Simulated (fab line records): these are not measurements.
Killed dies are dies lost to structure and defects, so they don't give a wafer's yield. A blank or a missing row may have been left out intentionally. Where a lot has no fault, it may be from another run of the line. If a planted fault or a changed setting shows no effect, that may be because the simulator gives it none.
Split-lot trial | flow n5-finfet | 21 wafers read from 7 lots, route of 1938 steps

## SPLIT DETAILS
At N5_BEOL_M4_EXPOSE_08 (exposes mask M4), the setting dose-mj was moved away from the recipe's 41.25 on 5 of the 21 wafers read, by -4.7% to +4.3%. For the rest of the wafers, this setting stayed at what the recipe calls for.

## FROM THE SPLIT TO THE READING: what the file shows between them, 5 steps
- N5_BEOL_M4_PEB_09: peb time 60 s
- N5_BEOL_M4_DEVELOP_10: develop time 30 s
- N5_BEOL_M4_DESCUM_16: chemistry O2, time 7 s
- N5_BEOL_M4_ETCH_74: etches underlayer in N2/H2, target depth 6.5 nm, time 5.2 s
- N5_BEOL_M4_ETCH_63: etches SiARC in CF4, target depth 15.6 nm, time 26 s

## THE READING
BEOL_M4.cd-offset-nm (the simulator's own value, which no gauge read), in nm, at N5_BEOL_M4_ETCH_64 (etches SOC in N2/H2, target depth 75 nm, overetch 22.5 nm, time 121.9 s). The file gives no usual value for it. Average -0.2 nm, standard deviation 0.24 nm, over the 16 wafers here run with the recipe.

wafer  | tool, chamber at the split | dose-mj as run | against the recipe | BEOL_M4.cd-offset-nm, nm | against lot-mates on the recipe
L076.2 | euv-scanner-01, 0          | 41.25          | recipe             | -0.2                     | -
L076.3 | euv-scanner-01, 0          | 41.25          | recipe             | -0.2                     | -
L076.5 | euv-scanner-01, 0          | 41.25          | recipe             | -0.4                     | -
L078.1 | euv-scanner-02, 0          | 41.25          | recipe             | -0.4                     | -
L078.2 | euv-scanner-02, 0          | 41.25          | recipe             | -0.4                     | -
L078.6 | euv-scanner-02, 0          | 41.25          | recipe             | -0.6                     | -
L082.2 | euv-scanner-01, 0          | 41.25          | recipe             | 0.2                      | -
L082.4 | euv-scanner-01, 0          | 41.25          | recipe             | 0.2                      | -
L082.3 | euv-scanner-01, 0          | 41.25          | recipe             | -0.2                     | -
L083.1 | euv-scanner-01, 0          | 41.25          | recipe             | -0.2                     | -
L083.2 | euv-scanner-01, 0          | 41.25          | recipe             | 0                        | -
L083.5 | euv-scanner-01, 0          | 42.89          | +4.0%              | 0.6                      | +0.7
L085.1 | euv-scanner-01, 0          | 41.25          | recipe             | -0.2                     | -
L085.2 | euv-scanner-01, 0          | 41.25          | recipe             | -0.4                     | -
L085.5 | euv-scanner-01, 0          | 39.31          | -4.7%              | -1.2                     | -0.9
L090.1 | euv-scanner-02, 0          | 41.25          | recipe             | 0                        | -
L090.5 | euv-scanner-02, 0          | 43.04          | +4.3%              | 1.6                      | +1.6
L090.6 | euv-scanner-02, 0          | 43.04          | +4.3%              | 1                        | +1.0
L093.1 | euv-scanner-01, 0          | 40.43          | -2.0%              | -0.6                     | -0.1
L093.3 | euv-scanner-01, 0          | 41.25          | recipe             | -0.6                     | -
L093.5 | euv-scanner-01, 0          | 41.25          | recipe             | -0.4                     | -

THE FIT
A straight line over all 21 wafers: BEOL_M4.cd-offset-nm changes by +0.272 nm for each +1% of dose-mj; r = +0.89; the points scatter about the line by 0.28 nm.
The same after taking each lot's own level away (the mean of its wafers on the recipe; 21 wafers): +0.229 nm for each +1%; r = +0.92; scatter 0.2 nm.
According to that fit, moving dose-mj by its largest amount changes the reading by 1.1 nm.
From -0.50 to 0.07 nm: that is the span of the lots' own levels, equal to 2.4 times the standard deviation above.
So the lot-to-lot level changes the slope: the two fits differ.
Check: with one of the wafers moved furthest among these (-4.7%) left out of the fit, the line predicts -1.11 nm for it against its lot-mates. It came out at -0.9 nm against them.

## THESE WAFERS: OTHER SPLITS
Before the reading, these wafers also passed through other splits. Each is held against what the fit with the lots' levels taken away leaves over:
other split on the same wafers        | wafers away from the commonest value | r with BEOL_M4.cd-offset-nm (lot level and that fit taken away)
N5_MOL_CONTACT_COAG_EXPOSE_37 dose-mj | 7                                    | -0.04
N5_BEOL_M0_CUTY_EXPOSE_54 dose-mj     | 9                                    | +0.16
N5_BEOL_M1_SPUTTER_88 time-s          | 5                                    | -0.07
N5_BEOL_M2_ILD_DEP_00 time-s          | 8                                    | -0.05

## THE WHOLE CHAIN: every reading that the file lists as answering this split, in the file's order
step               | what it does                                                            | reading                                                               | change (the file's fit)               | r (the file's)
N5_BEOL_M4_ETCH_74 | etches underlayer in N2/H2, target depth 6.5 nm, time 5.2 s             | BEOL_M4.cd-offset-nm (the simulator's own value, which no gauge read) | +0.216 nm for each +1% of the setting | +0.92
N5_BEOL_M4_ETCH_63 | etches SiARC in CF4, target depth 15.6 nm, time 26 s                    | BEOL_M4.cd-offset-nm (the simulator's own value, which no gauge read) | +0.242 nm for each +1% of the setting | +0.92
N5_BEOL_M4_ETCH_64 | etches SOC in N2/H2, target depth 75 nm, overetch 22.5 nm, time 121.9 s | BEOL_M4.cd-offset-nm (the simulator's own value, which no gauge read) | +0.212 nm for each +1% of the setting | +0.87

## THE FILE'S OWN FIT
BEOL_M4.cd-offset-nm changes by +0.212 nm for each +1% of dose-mj, r = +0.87.
